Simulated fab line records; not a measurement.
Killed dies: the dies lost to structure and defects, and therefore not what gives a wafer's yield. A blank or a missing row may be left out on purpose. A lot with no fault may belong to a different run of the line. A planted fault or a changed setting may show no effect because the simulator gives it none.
Problem report in the 8D (eight disciplines) form, filled by code / flow n5Finfet / the parts of the form that need people (team, actions taken, sign-off) are left out

## 1. WHAT WENT WRONG
Wafers without a fault read 148.1 nm, standard deviation 2; trenchDepthNm at N5_BEOL_M11_OCD_MEAS_38 reads a mean of 208.6 nm on 2 wafers belonging to 2 lots. Measured from the usual mean, that is +30 standard deviations.
Earliest sighting: wafer L666.3 on ocd-01 at day 13 05:35. Wafers with a number at this step in the record: 27, from 9 lots. Rule for "out", or "out of limits": more than 4 standard deviations from the usual mean. All remaining wafers that have a number are taken as sound.

## 2. WHAT IT IS AND WHAT IT IS NOT
question=which readings at this step | is=trenchDepthNm | is not=-
question=which lots | is=L666, L667 | is not=L657, L658, L665, L673, L674, L676, L677
question=which wafers of those lots | is=L666.3, L667.4 | is not=L666.1, L666.2, L667.2, L667.3
question=read on which gauges | is=ocd-01, ocd-02 | is not=-
question=when | is=from day 13 05:35 | is not=up to then (11 sound wafers); but 14 sound wafers of L667, L673, L674, L676, L677 came after

## 3. THE SUSPECTS, EACH WITH WHAT RULES IT OUT
Counting: a tool at a process step up to the reading stays a suspect if it ran every lot that is out. Sound lots after the first of them don't rule it out here, since some wafers of a struck lot are sound.
- the gauge at N5_BEOL_M11_OCD_MEAS_38: ruled out. 2 gauges (ocd-01, ocd-02) read the wafers that are out.
- pecvd-04 at N5_BEOL_M11_PECVD_70 (deposits SiO2 from TEOS/O2, target thk 20 nm, time 22.7 s): kept. It ran every lot that is out, first L666 (day 13 01:59).
- rieDiel-01 at N5_BEOL_M11_TRENCH_ETCH_37 (etches SiCOH lowk in C4F6/O2, target depth 148.83 nm, time 48 s): kept. Ran every lot that is out, first one L666 (day 13 05:24); last sound lot up to then L665 (day 12 21:31).
- Within rieDiel-01 at N5_BEOL_M11_TRENCH_ETCH_37: the wafers that are out ran in chamber 2; their sound lot-mates ran in chambers 0, 1, 3.
After counting, pecvd-04 at N5_BEOL_M11_PECVD_70 and rieDiel-01 at N5_BEOL_M11_TRENCH_ETCH_37 remain.

## 4. THE CAUSE (what the simulator had put in)
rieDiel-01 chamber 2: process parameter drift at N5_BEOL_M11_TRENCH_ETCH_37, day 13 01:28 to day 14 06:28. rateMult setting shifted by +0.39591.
This tool is one of the 2 suspects left after counting.

## 5. SEQUENCE OF EFFECTS, ordered by route
Each row: a reading whose mean over the struck wafers that have a number lies more than 3 standard deviations from the usual. Only readings for which the record gives a usual standard deviation are gone through. hours: the time from each lot's start at the first step in this table that gives one to its start at this step, as a median over the lots. sigmas: the change in usual standard deviations.
hours=0; step=N5_BEOL_M11_OCD_MEAS_38; reading=trenchDepthNm; usual=148.1 nm; on struck wafers=208.6; change=+60.5; sigmas=+30
hours=2; step=N5_BEOL_M11_THK_MEAS_53; reading=M11_THK; usual=142.5 nm; on struck wafers=203.2; change=+60.8; sigmas=+24
hours=2; step=N5_BEOL_M11_RS_MEAS_57; reading=M11_RS; usual=0.1518 ohm/sq; on struck wafers=0.1026; change=-0.0491; sigmas=-20

## 6. WHAT WOULD HAVE CAUGHT IT SOONER
Counted from the fault's start at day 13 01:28, it took 4 hours until the first out-of-limits reading at a measuring or inspecting step in this record, taken at day 13 05:35.
Of the tool readings at N5_BEOL_M11_TRENCH_ETCH_37 for which the record gives a usual standard deviation, none was out on any struck wafer, so an alarm limit of 4 standard deviations on them would not have fired.
L667, from the lots that are out (2), started N5_BEOL_M11_TRENCH_ETCH_37 on rieDiel-01 later than day 13 05:35. Putting the tool on hold at that point would have spared it.
